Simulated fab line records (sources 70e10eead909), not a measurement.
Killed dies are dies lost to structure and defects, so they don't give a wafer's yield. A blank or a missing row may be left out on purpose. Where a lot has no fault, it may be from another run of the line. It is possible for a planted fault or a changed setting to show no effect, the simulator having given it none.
Chamber matching || flow nandHarc || 4 sister chambers for NHARC_P_M2_STRIP_18 on rieDiel-02
The step strips in N2/H2. 8 wafers are shown with their chamber, then 10 later ones without.

WAFERS PAIRED WITH THEIR CHAMBERS
{"wafer": "L265.2", "chamber": 3, "drypumpMotorCurrentA (A)": 6.7, "rfVppV (V)": 92.7}
{"wafer": "L269.1", "chamber": 3, "drypumpMotorCurrentA (A)": 6.8, "rfVppV (V)": 91.2}
{"wafer": "L270.1", "chamber": 0, "drypumpMotorCurrentA (A)": 5.5, "rfVppV (V)": 91.3}
{"wafer": "L270.5", "chamber": 1, "drypumpMotorCurrentA (A)": 5.2, "rfVppV (V)": 90.4}
{"wafer": "L272.3", "chamber": 0, "drypumpMotorCurrentA (A)": 5.5, "rfVppV (V)": 90.7}
{"wafer": "L272.6", "chamber": 1, "drypumpMotorCurrentA (A)": 5.2, "rfVppV (V)": 89.5}
{"wafer": "L274.3", "chamber": 2, "drypumpMotorCurrentA (A)": 5.3, "rfVppV (V)": 89.1}
{"wafer": "L274.5", "chamber": 2, "drypumpMotorCurrentA (A)": 5.3, "rfVppV (V)": 90.6}

WAFERS WHOSE CHAMBER IS MISSING
{"wafer": "L274.6", "drypumpMotorCurrentA (A)": 6.7, "rfVppV (V)": 91.4}
{"wafer": "L273.2", "drypumpMotorCurrentA (A)": 6.7, "rfVppV (V)": 91.6}
{"wafer": "L273.3", "drypumpMotorCurrentA (A)": 5.3, "rfVppV (V)": 89.8}
{"wafer": "L273.5", "drypumpMotorCurrentA (A)": 5.2, "rfVppV (V)": 90.3}
{"wafer": "L275.2", "drypumpMotorCurrentA (A)": 6.8, "rfVppV (V)": 90.7}
{"wafer": "L275.4", "drypumpMotorCurrentA (A)": 5.3, "rfVppV (V)": 90.6}
{"wafer": "L275.5", "drypumpMotorCurrentA (A)": 5.3, "rfVppV (V)": 90.5}
{"wafer": "L276.2", "drypumpMotorCurrentA (A)": 5.5, "rfVppV (V)": 92.2}
{"wafer": "L276.3", "drypumpMotorCurrentA (A)": 5.3, "rfVppV (V)": 90.3}
{"wafer": "L276.5", "drypumpMotorCurrentA (A)": 6.8, "rfVppV (V)": 91.6}

WHICH CHAMBER EACH ONE RAN IN
{"wafer": "L274.6", "from the rows above": 3, "in truth": 3}
{"wafer": "L273.2", "from the rows above": 3, "in truth": 3}
{"wafer": "L273.3", "from the rows above": 2, "in truth": 2}
{"wafer": "L273.5", "from the rows above": 1, "in truth": 1}
{"wafer": "L275.2", "from the rows above": 3, "in truth": 3}
{"wafer": "L275.4", "from the rows above": 2, "in truth": 2}
{"wafer": "L275.5", "from the rows above": 2, "in truth": 2}
{"wafer": "L276.2", "from the rows above": 0, "in truth": 0}
{"wafer": "L276.3", "from the rows above": 2, "in truth": 2}
{"wafer": "L276.5", "from the rows above": 3, "in truth": 3}
10 of 10 placed correctly. Can't be placed from these rows: 0. Number placed wrongly: 0.
How it was worked out, from the rows above alone: a wafer's distance from a chamber is the root of the sum, over the readings, of the square of ((its reading less the chamber's mean) divided by the reading's scatter). The wafer belongs to the nearest chamber; if the next one is less than 2 further off, it can't be placed. For every chamber, the mean is computed from those of its wafers that are shown. The scatter: the root of (the sum of the squares of (reading less its chamber's mean) over the shown wafers, divided by (wafers less chambers)).
